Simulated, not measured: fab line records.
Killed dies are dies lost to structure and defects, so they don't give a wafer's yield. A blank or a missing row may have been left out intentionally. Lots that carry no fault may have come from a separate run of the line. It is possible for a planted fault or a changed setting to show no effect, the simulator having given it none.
Matching of chambers ; flow n5_finfet ; ald_sin-04 running N5_SDB_ALD_29: 4 sister chambers
The step deposits SiNx, target thk 30 nm, pulse time 1 s, ald cycles 600. 16 wafers are shown with their chamber, then 8 later ones without.

== WAFERS WITH THEIR CHAMBER ==
wafer;chamber;heater_power_w (W);precursor_pulse_height_rel
L075.2;1;868;0.999
L075.3;2;957;1.022
L075.4;3;977;0.979
L078.1;1;883;1.010
L078.3;3;989;1.029
L078.5;0;728;0.983
L079.1;2;931;0.991
L079.2;0;729;0.995
L079.3;3;995;0.986
L079.4;1;858;0.985
L079.5;2;966;0.995
L079.6;3;952;0.999
L081.1;1;876;1.024
L081.3;0;727;1.026
L081.6;3;989;0.980
L093.1;2;972;0.996

SIGNATURES (means of the wafers above)
reading;chamber 0;chamber 1;chamber 2;chamber 3;scatter within a chamber
heater_power_w;728.00;871.25;956.50;980.40;14.5
precursor_pulse_height_rel;1.00133;1.00450;1.00100;0.99460;0.0186
Rule: for a wafer and a chamber, the distance is found by dividing, reading by reading, the gap between the wafer's reading and the chamber's mean by the reading's scatter, squaring, summing and taking the root. If the next closest chamber is less than 2 further off than the closest, the wafer can't be placed; otherwise it belongs to the closest. The scatter is the square root of a quotient: the sum, over the shown wafers, of each reading's squared deviation from its chamber's mean, divided by wafers minus chambers.

== WAFERS MISSING THEIR CHAMBER ==
wafer;heater_power_w (W);precursor_pulse_height_rel
L093.3;969;0.979
L093.5;873;0.988
L095.1;868;0.992
L095.2;962;0.958
L095.3;988;1.009
L095.4;736;1.031
L095.5;955;1.007
L095.6;722;0.985

== CHAMBER TAKEN BY EACH ==
wafer;from the rows above;in truth
L093.3;can't be placed: 3 or 2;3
L093.5;1;1
L095.1;1;1
L095.2;can't be placed: 3 or 2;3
L095.3;can't be placed: 3 or 2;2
L095.4;0;0
L095.5;can't be placed: 2 or 3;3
L095.6;0;0
4 of 8 placed correctly. These rows do not allow placing 4 (true chamber among the candidates in 4). Number placed wrongly: 0.
